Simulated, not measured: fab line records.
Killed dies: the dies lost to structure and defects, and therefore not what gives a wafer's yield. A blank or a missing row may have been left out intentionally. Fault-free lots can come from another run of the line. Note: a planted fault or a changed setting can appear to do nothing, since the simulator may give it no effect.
Split-lot study | flow n5_finfet | 39 wafers read across 7 lots, on a route 1938 steps long

== THE SPLIT ==
At N5_PASSIVATION_AL_DEP_21 (deposits Al, target thk 2800 nm, time 170 s), the setting time_s was moved away from the recipe's 170 s on 9 of the 39 wafers read, by -34.4% to -25.9%. For the rest of the wafers, this setting stayed at what the recipe calls for.

== FROM THE SPLIT TO THE READING: what the file shows between them, 3 steps ==
- N5_PASSIVATION_HMDS_23: time 60 s
- N5_PASSIVATION_COAT_24
- N5_PASSIVATION_DESCUM_32: chemistry O2, time 7.9 s

== THE READING ==
oes_product_au, in a.u., at N5_PASSIVATION_AL_ETCH_33 (etches Al in Cl2/BCl3, stops on TaN, target depth 2800 nm, time 466.7 s). Fault-free wafers of this fab line usually give 0.69 a.u., standard deviation 0.041 a.u.

wafer  | tool, chamber at the split | time_s as run, s | against the recipe | oes_product_au, a.u. | against lot-mates on the recipe
L076.1 | pvd_sputter-02, -          | 170              | recipe             | 0.67                 | -
L076.2 | pvd_sputter-02, -          | 170              | recipe             | 0.77                 | -
L076.3 | pvd_sputter-02, -          | 170              | recipe             | 0.68                 | -
L076.4 | pvd_sputter-02, -          | 170              | recipe             | 0.76                 | -
L076.5 | pvd_sputter-02, -          | 170              | recipe             | 0.77                 | -
L076.6 | pvd_sputter-02, -          | 170              | recipe             | 0.67                 | -
L083.1 | pvd_sputter-02, -          | 170              | recipe             | 0.70                 | -
L083.2 | pvd_sputter-02, -          | 170              | recipe             | 0.65                 | -
L083.6 | pvd_sputter-02, -          | 170              | recipe             | 0.71                 | -
L086.1 | pvd_sputter-01, -          | 118.3            | -30.4%             | 0.54                 | -0.11
L086.2 | pvd_sputter-01, -          | 170              | recipe             | 0.63                 | -
L086.3 | pvd_sputter-01, -          | 118.3            | -30.4%             | 0.49                 | -0.16
L086.4 | pvd_sputter-01, -          | 118.3            | -30.4%             | 0.54                 | -0.11
L086.5 | pvd_sputter-01, -          | 170              | recipe             | 0.63                 | -
L086.6 | pvd_sputter-01, -          | 170              | recipe             | 0.69                 | -
L087.1 | pvd_sputter-02, -          | 170              | recipe             | 0.69                 | -
L087.2 | pvd_sputter-02, -          | 170              | recipe             | 0.76                 | -
L087.3 | pvd_sputter-02, -          | 170              | recipe             | 0.76                 | -
L087.4 | pvd_sputter-02, -          | 126              | -25.9%             | 0.56                 | -0.18
L087.5 | pvd_sputter-02, -          | 126              | -25.9%             | 0.58                 | -0.16
L087.6 | pvd_sputter-02, -          | 126              | -25.9%             | 0.63                 | -0.11
L090.1 | pvd_sputter-01, -          | 111.5            | -34.4%             | 0.48                 | -0.20
L090.2 | pvd_sputter-01, -          | 111.5            | -34.4%             | 0.53                 | -0.15
L090.3 | pvd_sputter-01, -          | 111.5            | -34.4%             | 0.49                 | -0.19
L090.4 | pvd_sputter-01, -          | 170              | recipe             | 0.70                 | -
L090.5 | pvd_sputter-01, -          | 170              | recipe             | 0.65                 | -
L090.6 | pvd_sputter-01, -          | 170              | recipe             | 0.70                 | -
L089.1 | pvd_sputter-02, -          | 170              | recipe             | 0.73                 | -
L089.2 | pvd_sputter-02, -          | 170              | recipe             | 0.66                 | -
L089.3 | pvd_sputter-02, -          | 170              | recipe             | 0.73                 | -
L089.4 | pvd_sputter-02, -          | 170              | recipe             | 0.66                 | -
L089.5 | pvd_sputter-02, -          | 170              | recipe             | 0.65                 | -
L089.6 | pvd_sputter-02, -          | 170              | recipe             | 0.74                 | -
L096.1 | pvd_sputter-03, -          | 170              | recipe             | 0.73                 | -
L096.2 | pvd_sputter-03, -          | 170              | recipe             | 0.73                 | -
L096.3 | pvd_sputter-03, -          | 170              | recipe             | 0.72                 | -
L096.4 | pvd_sputter-03, -          | 170              | recipe             | 0.71                 | -
L096.5 | pvd_sputter-03, -          | 170              | recipe             | 0.72                 | -
L096.6 | pvd_sputter-03, -          | 170              | recipe             | 0.72                 | -

THE FIT
A straight line over all 39 wafers: oes_product_au changes by +0.00555 a.u. for each +1% of time_s; r = +0.88; the points scatter about the line by 0.04 a.u.
The same after taking each lot's own level away (the mean of its wafers on the recipe; 39 wafers): +0.00502 a.u. for each +1%; r = +0.89; scatter 0.033 a.u.
The reading moves by 0.17 a.u. for the largest change in time_s, on that fit.
The span of the lots' own levels, 0.650 to 0.737 a.u., comes to 2.1 times the standard deviation stated above.
So the lot-to-lot level changes the slope: the two fits differ.
Check: with one of the wafers moved furthest among these (-34.4%) left out of the fit, the line predicts -0.168 a.u. for it against its lot-mates. Against them it came out at -0.203 a.u.

== FURTHER SPLITS ON THESE WAFERS ==
Other splits were also applied to these wafers ahead of the reading. Each is held against what the fit with the lots' levels taken away leaves over:
other split on the same wafers  | wafers away from the commonest value | r with oes_product_au (lot level and that fit taken away)
N5_BEOL_M9_ETCH_62 time_s       | 12                                   | -0.27
N5_BEOL_M11_CVD_75 target_thk_a | 18                                   | +0.29
N5_BEOL_M13_ETCH_68 time_s      | 15                                   | +0.01

== THE WHOLE CHAIN: every reading that the file lists as answering this split, in the file's order ==
step                      | what it does                                                            | reading                                                                             | change (the file's fit)                   | r (the file's)
N5_PASSIVATION_AL_DEP_21  | deposits Al, target thk 2800 nm, time 170 s                             | Al_of_PASSIVATION_AL_DEP_21.thk_nm (the simulator's own value, which no gauge read) | +27.9 nm for each +1% of the setting      | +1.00
N5_PASSIVATION_AL_ETCH_33 | etches Al in Cl2/BCl3, stops on TaN, target depth 2800 nm, time 466.7 s | oes_product_au                                                                      | +0.00491 a.u. for each +1% of the setting | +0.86

== THE FILE'S OWN FIT ==
oes_product_au changes by +0.00491 a.u. for each +1% of time_s, r = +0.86.
